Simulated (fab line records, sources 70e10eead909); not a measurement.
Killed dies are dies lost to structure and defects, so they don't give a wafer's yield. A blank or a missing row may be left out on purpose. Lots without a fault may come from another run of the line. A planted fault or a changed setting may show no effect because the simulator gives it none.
Chamber matching | flow nand_harc | NHARC_A_SLIT_DEP_25 on pecvd-04: 3 sister chambers
The step deposits SiO2, target thk 200 nm. 6 wafers are shown with their chamber, then 7 later ones without.

WAFERS WITH THEIR CHAMBER
wafer  | chamber | showerhead_vpp_V (V) | heater_power_outer_w (W)
L084.6 | 0       | 2029                 | 245
L087.2 | 1       | 1870                 | 415
L087.5 | 0       | 2065                 | 290
L087.6 | 2       | 1998                 | 348
L088.3 | 1       | 1886                 | 380
L088.5 | 2       | 2052                 | 351

WAFERS WITHOUT THEIR CHAMBER
wafer  | showerhead_vpp_V (V) | heater_power_outer_w (W)
L088.6 | 2038                 | 226
L092.1 | 1894                 | 432
L092.4 | 1867                 | 300
L092.6 | 2050                 | 260
L094.1 | 1872                 | 359
L094.3 | 2017                 | 313
L094.6 | 2051                 | 300

WHICH CHAMBER EACH WENT THROUGH
wafer  | from the rows above     | in truth
L088.6 | 0                       | 0
L092.1 | 1                       | 1
L092.4 | can't be placed: 1 or 2 | 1
L092.6 | 0                       | 0
L094.1 | 1                       | 1
L094.3 | can't be placed: 2 or 0 | 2
L094.6 | can't be placed: 0 or 2 | 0
Placed correctly: 4 of 7. Can't be placed from these rows: 3 (the true chamber is among the candidates in 3). Placed wrongly: 0.
How it was worked out, from the rows above alone: a wafer's distance from a chamber is the root of the sum, over the readings, of the square of ((its reading less the chamber's mean) divided by the reading's scatter). The wafer belongs to the nearest chamber; if the next one is less than 2 further off, it can't be placed. A chamber's mean is the mean of its shown wafers. The scatter: the root of (the sum of the squares of (reading less its chamber's mean) over the shown wafers, divided by (wafers less chambers)).
